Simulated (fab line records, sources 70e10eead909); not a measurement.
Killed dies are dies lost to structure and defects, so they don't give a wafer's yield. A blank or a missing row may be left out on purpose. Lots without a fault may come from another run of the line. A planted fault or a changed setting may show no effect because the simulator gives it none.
Which tool did it? | flow nand_harc | 7 lots, 21 wafers sampled, at 3 steps of a route of 1302

WHAT THE GAUGES READ, wafer by wafer
NHARC_A_M0_OVL_MEAS_10: pitch 160 nm.
lot  | measured     | on         | overlay_x_nm (nm)
L801 | day 23 22:32 | overlay-01 | -0.3 0.3 -0.2
L804 | day 24 21:50 | overlay-01 | 1.0 1.2 0.8
L807 | day 26 05:37 | overlay-02 | 1.1 0.8 1.1
L809 | day 27 09:59 | overlay-02 | 0.2 0.1 0.4
L815 | day 30 00:49 | overlay-02 | 14.2 14.5 14.3
L818 | day 31 02:59 | overlay-01 | 14.8 14.4 14.8
L821 | day 32 14:47 | overlay-02 | 0.9 1.1 1.4

WHICH TOOL RAN EACH LOT (tool, then ch and the chambers of the sampled wafers, then the start)
lot  | NHARC_A_BLC_DEGAS_30         | NHARC_A_M0_EXPOSE_06
L801 | pvd_sputter-02, day 23 20:10 | arfi_scanner-01 ch 0, day 23 22:17
L804 | pvd_sputter-03, day 24 19:29 | arfi_scanner-03 ch 0, day 24 21:38
L807 | pvd_sputter-02, day 26 03:14 | arfi_scanner-01 ch 0, day 26 05:24
L809 | pvd_sputter-01, day 27 07:38 | arfi_scanner-02 ch 0, day 27 09:46
L815 | pvd_sputter-03, day 29 22:26 | arfi_scanner-03 ch 0, day 30 00:35
L818 | pvd_sputter-02, day 31 00:33 | arfi_scanner-03 ch 0, day 31 02:46
L821 | pvd_sputter-01, day 32 12:26 | arfi_scanner-02 ch 0, day 32 14:34
- NHARC_A_BLC_DEGAS_30: time 60 s.
- NHARC_A_M0_EXPOSE_06: exposes mask A M0, target cd 80 nm.

THE ANSWER, worked out from the rows above alone
Rule: what is usual is taken from the lots themselves. Put in order of their means at a reading, lots are off if they are a third of the lots or fewer, leave a main group of 4 or more, and stand apart from it by a gap of 3 or more times the standard deviation of the main group's means; of several such gaps the widest counts. A main group whose means are all the same, to the digits that the tables above print for the reading, isn't used. A lot without any number at a reading at which 4 lots or more have one is off too. The other lots that the step has rows for count as sound.
Off: L815, L818, at NHARC_A_M0_OVL_MEAS_10 (overlay_x_nm). The main group: mean 0.7 nm, standard deviation 0.48.
A tool fits if, at a process step before that reading, it ran every lot that is off, and no sound lot after the first of them. The gauges at NHARC_A_M0_OVL_MEAS_10 are tried like those tools. One fits: arfi_scanner-03 at NHARC_A_M0_EXPOSE_06. Its last sound lot is L804 (day 24 21:38), its first lot that is off L815 (day 30 00:35): a fault that began between those two fits.

WHAT THE SIMULATOR HAD PUT IN
Scanner matching overlay: arfi_scanner-03, from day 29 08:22 on, at NHARC_A_M0_EXPOSE_06. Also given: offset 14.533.
Lots struck among those shown: L815, L818. The rule above found the same.
